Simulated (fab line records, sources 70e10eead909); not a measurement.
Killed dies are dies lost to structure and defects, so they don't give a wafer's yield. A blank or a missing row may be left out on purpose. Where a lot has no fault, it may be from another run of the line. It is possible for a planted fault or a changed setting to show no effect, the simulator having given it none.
Matching of chambers :: flow nand_harc :: 4 sister chambers for NHARC_P_GATE_STRIP_101 on rie_diel-02
The step strips in O2, time 20 s. 16 wafers are shown with their chamber, then 8 later ones without.

WAFERS WITH THEIR CHAMBER
wafer: L249.2
chamber: 2
showerhead_plenum_p_Torr (Torr): 3.62
drypump_motor_current_A (A): 6.2
oes_product_au (a.u.): 0.988

wafer: L249.5
chamber: 1
showerhead_plenum_p_Torr (Torr): 3.39
drypump_motor_current_A (A): 5.5
oes_product_au (a.u.): 1.002

wafer: L249.6
chamber: 2
showerhead_plenum_p_Torr (Torr): 3.62
drypump_motor_current_A (A): 6.2
oes_product_au (a.u.): 0.988

wafer: L255.3
chamber: 2
showerhead_plenum_p_Torr (Torr): 3.61
drypump_motor_current_A (A): 6.2
oes_product_au (a.u.): 0.993

wafer: L255.5
chamber: 0
showerhead_plenum_p_Torr (Torr): 3.33
drypump_motor_current_A (A): 5.1
oes_product_au (a.u.): 1.010

wafer: L255.6
chamber: 3
showerhead_plenum_p_Torr (Torr): 3.33
drypump_motor_current_A (A): 5.9
oes_product_au (a.u.): 1.016

wafer: L258.2
chamber: 2
showerhead_plenum_p_Torr (Torr): 3.61
drypump_motor_current_A (A): 6.2
oes_product_au (a.u.): 0.986

wafer: L258.3
chamber: 1
showerhead_plenum_p_Torr (Torr): 3.39
drypump_motor_current_A (A): 5.5
oes_product_au (a.u.): 0.993

wafer: L258.6
chamber: 0
showerhead_plenum_p_Torr (Torr): 3.32
drypump_motor_current_A (A): 5.1
oes_product_au (a.u.): 1.010

wafer: L257.1
chamber: 0
showerhead_plenum_p_Torr (Torr): 3.32
drypump_motor_current_A (A): 5.1
oes_product_au (a.u.): 0.996

wafer: L257.2
chamber: 2
showerhead_plenum_p_Torr (Torr): 3.61
drypump_motor_current_A (A): 6.2
oes_product_au (a.u.): 0.987

wafer: L257.4
chamber: 3
showerhead_plenum_p_Torr (Torr): 3.33
drypump_motor_current_A (A): 5.9
oes_product_au (a.u.): 1.019

wafer: L265.1
chamber: 1
showerhead_plenum_p_Torr (Torr): 3.39
drypump_motor_current_A (A): 5.5
oes_product_au (a.u.): 0.991

wafer: L265.4
chamber: 3
showerhead_plenum_p_Torr (Torr): 3.33
drypump_motor_current_A (A): 5.8
oes_product_au (a.u.): 1.017

wafer: L265.6
chamber: 3
showerhead_plenum_p_Torr (Torr): 3.33
drypump_motor_current_A (A): 5.9
oes_product_au (a.u.): 1.009

wafer: L267.2
chamber: 0
showerhead_plenum_p_Torr (Torr): 3.32
drypump_motor_current_A (A): 5.1
oes_product_au (a.u.): 0.993

SIGNATURES (means of the wafers above)
reading: showerhead_plenum_p_Torr
chamber 0: 3.3225
chamber 1: 3.3900
chamber 2: 3.6140
chamber 3: 3.3300
scatter within a chamber: 0.00403

reading: drypump_motor_current_A
chamber 0: 5.100
chamber 1: 5.500
chamber 2: 6.200
chamber 3: 5.875
scatter within a chamber: 0.025

reading: oes_product_au
chamber 0: 1.00225
chamber 1: 0.99533
chamber 2: 0.98840
chamber 3: 1.01525
scatter within a chamber: 0.00577
Rule: a wafer's distance from a chamber is the root of the sum, over the readings, of the square of ((its reading less the chamber's mean) divided by the reading's scatter). The wafer belongs to the nearest chamber; if the next one is less than 2 further off, it can't be placed. The scatter is the square root of a quotient: the sum, over the shown wafers, of each reading's squared deviation from its chamber's mean, divided by wafers minus chambers.

WAFERS WHOSE CHAMBER IS MISSING
wafer: L267.4
showerhead_plenum_p_Torr (Torr): 3.39
drypump_motor_current_A (A): 5.5
oes_product_au (a.u.): 0.996

wafer: L267.5
showerhead_plenum_p_Torr (Torr): 3.33
drypump_motor_current_A (A): 5.9
oes_product_au (a.u.): 1.007

wafer: L268.4
showerhead_plenum_p_Torr (Torr): 3.33
drypump_motor_current_A (A): 5.8
oes_product_au (a.u.): 1.016

wafer: L268.5
showerhead_plenum_p_Torr (Torr): 3.61
drypump_motor_current_A (A): 6.2
oes_product_au (a.u.): 0.996

wafer: L268.6
showerhead_plenum_p_Torr (Torr): 3.33
drypump_motor_current_A (A): 5.8
oes_product_au (a.u.): 1.021

wafer: L270.1
showerhead_plenum_p_Torr (Torr): 3.39
drypump_motor_current_A (A): 5.5
oes_product_au (a.u.): 1.000

wafer: L270.3
showerhead_plenum_p_Torr (Torr): 3.61
drypump_motor_current_A (A): 6.2
oes_product_au (a.u.): 1.000

wafer: L270.6
showerhead_plenum_p_Torr (Torr): 3.61
drypump_motor_current_A (A): 6.2
oes_product_au (a.u.): 0.988

WHICH CHAMBER EACH WENT THROUGH
wafer: L267.4
from the rows above: 1
in truth: 1

wafer: L267.5
from the rows above: 3
in truth: 3

wafer: L268.4
from the rows above: 3
in truth: 3

wafer: L268.5
from the rows above: 2
in truth: 2

wafer: L268.6
from the rows above: 3
in truth: 3

wafer: L270.1
from the rows above: 1
in truth: 1

wafer: L270.3
from the rows above: 2
in truth: 2

wafer: L270.6
from the rows above: 2
in truth: 2
8 of 8 placed correctly. Number that these rows cannot place: 0. Placed wrongly: 0.
